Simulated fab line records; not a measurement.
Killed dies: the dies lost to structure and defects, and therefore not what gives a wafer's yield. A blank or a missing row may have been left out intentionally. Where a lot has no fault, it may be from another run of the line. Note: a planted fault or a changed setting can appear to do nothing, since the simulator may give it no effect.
A lot that was struck, set against a sound lot :: flow nand-harc :: 38 steps out of a route of 1159
Sound: the wafers L796.1, L796.2, L796.6. Struck: wafer L788.1 (left out: L788.3, L788.6 of the same lot, which were not struck); the cause appears at the end.
Each step with rows lists, per side, the tool, then ch with its chambers, then its first start. Under that, the readings that differ: sound wafers :: struck wafers :: difference of the means :: sigmas: that difference in standard deviations of wafers without a fault.
alike: same words and numbers on both sides, and readings whose means sit less than 2 such deviations apart. not compared: any withheld reading, any reading some wafer has no value for, any bound like >300 that may hide the same value, and any number with overlapping values for which the record gives no deviation.
A row with sigmas, a row that says differs or no value, or rows on one side alone: a step with any of these is where the two part. When numbers do not overlap yet have no deviation, they are printed without sigmas and do not part them. A reading that every wafer of one side lacks parts them only if that side has two wafers or more.

first, 10 steps without rows for these wafers: NHARC_A_CHANNEL_HOLE_D1_DEP_00 (deposits aC, target thk 3100 nm); NHARC_A_CHANNEL_HOLE_D1_DEP_01 (deposits SiON, target thk 140 nm); NHARC_A_CHANNEL_HOLE_D1_DEHYDRATE_02 (time 120 s); NHARC_A_CHANNEL_HOLE_D1_HMDS_03 (time 30 s); NHARC_A_CHANNEL_HOLE_D1_COAT_36 (time 75 s); NHARC_A_CHANNEL_HOLE_D1_COAT_37 (time 65 s); NHARC_A_CHANNEL_HOLE_D1_COAT_04 (resist thk 90 nm); NHARC_A_CHANNEL_HOLE_D1_SOFTBAKE_05 (time 55 s); NHARC_A_CHANNEL_HOLE_D1_EBR_06; NHARC_A_CHANNEL_HOLE_D1_EXPOSE_07 (exposes mask HOLE D1, target cd 100 nm).
NHARC_A_CHANNEL_HOLE_D1_PEB_08: peb time 65 s.
  sound on litho-track-04 ch 0, day 14 01:04; struck on litho-track-01 ch 0, day 12 01:58
then, 1 step without rows for these wafers: NHARC_A_CHANNEL_HOLE_D1_DEVELOP_09 (develop time 35 s).
NHARC_A_CHANNEL_HOLE_D1_CD_MEAS_10: the cd target is 100 nm.
  sound on cd-sem-01 ch 0, day 14 01:09; struck on cd-sem-01 ch 0, day 12 02:03
reading: cd-nm (nm)
sound: 99.8 99.9 99.7
struck: 106.5
difference: +6.7
sigmas: +14
NHARC_A_CHANNEL_HOLE_D1_DESCUM_15: chemistry O2, time 3 s.
  sound on rie-diel-07 ch 0,2, day 14 01:20; struck on rie-diel-05 ch 0, day 12 02:14
reading: drypump-motor-current-A (A)
sound: 6.3 6.7 6.3
struck: 5.2
difference: -1.2
sigmas: -3

reading: model.A_CHANNEL_HOLE_D1.cd-nm (nm)
sound: 101.1 100.3 100.7
struck: 106.1
difference: +5.4
sigmas: 
  alike: oes-product-au, rf-vpp-V, showerhead-plenum-p-Torr, throttle-valve-pct
  not compared: rf-hours-counter-h
then, 4 steps without rows for these wafers: NHARC_A_CHANNEL_HOLE_D1_ETCH_38 (etches the open film in CF4, target depth 39 nm, time 65 s); NHARC_A_CHANNEL_HOLE_D1_ETCH_39 (etches the open film in N2/H2, target depth 260 nm, time 325 s); NHARC_A_CHANNEL_HOLE_D1_ETCH_34 (etches the open film in CF4/CHF3, target depth 154 nm, time 77 s); NHARC_A_CHANNEL_HOLE_D1_ETCH_16 (etches the open film in O2/COS, target depth 3100 nm, time 806 s).
NHARC_A_CHANNEL_HOLE_D1_CD_MEAS_18:
  sound on cd-sem-01 at day 14 02:27; struck on cd-sem-01 at day 12 03:20
  alike: cd-nm
then, 12 steps without rows for these wafers: NHARC_A_CHANNEL_HOLE_D1_ETCH_19 (etches the open film in C4F8/O2/Ar, time 34.5 s); NHARC_A_CHANNEL_HOLE_D1_ETCH_20 (etches the open film in C4F8/O2/Ar, time 361.9 s, target depth 1600 nm); NHARC_A_CHANNEL_HOLE_D1_ETCH_21 (etches the open film in C4F8/O2/Ar, time 514.3 s, target depth 1600 nm); NHARC_A_CHANNEL_HOLE_D1_ETCH_22 (etches the open film in C4F8/O2/Ar, time 666.7 s, target depth 1600 nm); NHARC_A_CHANNEL_HOLE_D1_ETCH_23 (etches the open film in C4F8/O2/Ar, time 819 s, target depth 1600 nm); NHARC_A_CHANNEL_HOLE_D1_ETCH_24 (etches the open film in C4F8/O2/Ar, time 906.2 s, target depth 1500 nm); NHARC_A_CHANNEL_HOLE_D1_ETCH_25 (etches the open film in C4F8/O2/Ar, time 1040.2 s, target depth 1500 nm); NHARC_A_CHANNEL_HOLE_D1_ETCH_26 (etches the open film in C4F8/O2/Ar, time 224.1 s, target depth 300 nm); NHARC_A_CHANNEL_HOLE_D1_ETCH_33 (etches the open film in C4F8/O2/Ar, time 90 s, target depth 400 nm); NHARC_A_CHANNEL_HOLE_D1_STRIP_41 (strips in N2/H2); NHARC_A_CHANNEL_HOLE_D1_STRIP_42 (strips in CF4/CHF3); NHARC_A_CHANNEL_HOLE_D1_STRIP_43 (strips in O2/COS).
NHARC_A_CHANNEL_HOLE_D1_ETCH_44: etches the open film in CF4/O2, target depth 140 nm, overetch 14 nm, time 77 s.
  sound on rie-diel-07 ch 1,3, day 14 11:05; struck on rie-diel-06 ch 0, day 12 08:09
reading: model.A_CHANNEL_HOLE_D1.cd-nm (nm)
sound: 89.51 89.37 89.29
struck: 95.27
difference: +5.88
sigmas: 
  alike: drypump-motor-current-A, oes_o_777_au, oes-product-au, rf-fwd-power-W, rf-vpp-V, showerhead-plenum-p-Torr, throttle-valve-pct
  not compared: rf-hours-counter-h
then, 3 steps without rows for these wafers: NHARC_A_CHANNEL_HOLE_D1_STRIP_27 (strips in O2); NHARC_A_CHANNEL_HOLE_D1_PRECLEAN_28 (cleans in SC1); NHARC_A_CHANNEL_HOLE_D1_SRD_29.
NHARC_A_CHANNEL_HOLE_D1_CD_MEAS_30:
  sound on cd-sem-02 at day 14 11:53; struck on cd-sem-03 at day 12 08:56
reading: cd-nm (nm)
sound: 89.3 89.1 89.8
struck: 95.6
difference: +6.2
sigmas: +5
NHARC_A_CHANNEL_HOLE_D1_XSEM_31:
  sound on xsem-01 ch 0, day 14 11:58; struck on xsem-01 ch 0, day 12 09:01
reading: bot-cd-nm (nm)
sound: 74.2 74.2 74.4
struck: 80.2
difference: +5.9
sigmas: +4
  alike: bow-nm, tilt-deg
-- the record jumps here: 11 days lie between the struck wafers' starts before and after (it left off in module A_CHANNEL_HOLE_D1 and takes up again in module END, whose first step shown is number 1158 of the route) --
NHARC_END_WLT_00:
  sound on prober-01 at day 25 01:20; struck on prober-02 at day 22 22:45
reading: VT_DECK1_BOTTOM
sound: 0.854 0.859 0.859
struck: 0.892
difference: +0.035
sigmas: +5

reading: VT_DECK1_BOTTOM_INNER
sound: 0.855 0.857 0.870
struck: 0.892
difference: +0.031
sigmas: +4

reading: VT_DECK1_MEDIAN_NEAR_BOTTOM
sound: 0.862 0.868 0.868
struck: 0.889
difference: +0.023
sigmas: +3

reading: VT_DECK1_MEDIAN_NEAR_BOTTOM_INNER
sound: 0.863 0.856 0.868
struck: 0.886
difference: +0.024
sigmas: +3

reading: VT_DECK1_MIDDLE
sound: 0.875 0.879 0.879
struck: 0.896
difference: +0.018
sigmas: +3

reading: VT_DECK1_MIDDLE_INNER
sound: 0.879 0.876 0.872
struck: 0.903
difference: +0.027
sigmas: +4

reading: VT_DECK1_TOP
sound: 0.894 0.879 0.886
struck: 0.906
difference: +0.020
sigmas: +3

reading: VT_DECK1_TOP_INNER
sound: 0.887 0.888 0.880
struck: 0.909
difference: +0.024
sigmas: +4

== WHERE THEY PART ==
At NHARC_A_CHANNEL_HOLE_D1_CD_MEAS_10 first; at NHARC_END_WLT_00 last (within this record only).

WHY: what had been put in by the simulator
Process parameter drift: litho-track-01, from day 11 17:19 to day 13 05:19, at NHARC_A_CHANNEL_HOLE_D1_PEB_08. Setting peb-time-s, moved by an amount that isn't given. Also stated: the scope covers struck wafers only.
